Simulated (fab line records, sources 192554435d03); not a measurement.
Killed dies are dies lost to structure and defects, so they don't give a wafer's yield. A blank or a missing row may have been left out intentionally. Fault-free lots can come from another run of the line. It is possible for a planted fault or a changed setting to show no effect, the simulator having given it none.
Chamber matching ; flow n5Finfet ; N5_BEOL_M12_DESCUM_33 on rieDiel-05: 4 sister chambers
The step chemistry O2, time 7.9 s. 8 wafers are shown with their chamber, then 7 later ones without.

EACH WAFER AND ITS CHAMBER
wafer;chamber;drypumpMotorCurrentA (A);showerheadPlenumPTorr (Torr)
L074.5;1;5.4;2.09
L081.5;3;5.7;2.05
L081.6;2;6.5;2.20
L087.2;3;5.7;2.04
L087.3;0;5.4;2.01
L087.6;2;6.5;2.20
L094.2;0;5.5;2.00
L094.3;1;5.5;2.07

WAFERS WITHOUT THEIR CHAMBER
wafer;drypumpMotorCurrentA (A);showerheadPlenumPTorr (Torr)
L094.6;5.7;2.04
L089.3;5.4;2.07
L089.4;5.7;2.04
L089.5;6.5;2.19
L096.1;6.5;2.19
L096.2;5.5;2.00
L096.5;5.7;2.03

EACH ONE'S CHAMBER
wafer;from the rows above;in truth
L094.6;3;3
L089.3;1;1
L089.4;3;3
L089.5;2;2
L096.1;2;2
L096.2;0;0
L096.5;3;3
Correct placement for 7 of the 7. Number that these rows cannot place: 0. Number placed wrongly: 0.
How it was worked out, from the rows above alone: a wafer's distance from a chamber is the root of the sum, over the readings, of the square of ((its reading less the chamber's mean) divided by the reading's scatter). The wafer belongs to the nearest chamber; if the next one is less than 2 further off, it can't be placed. Each chamber's mean is taken over the wafers shown for it. How the scatter is found: for the shown wafers, subtract from each reading the mean of its chamber, square and add these, divide the total by (wafers less chambers), then take the root.
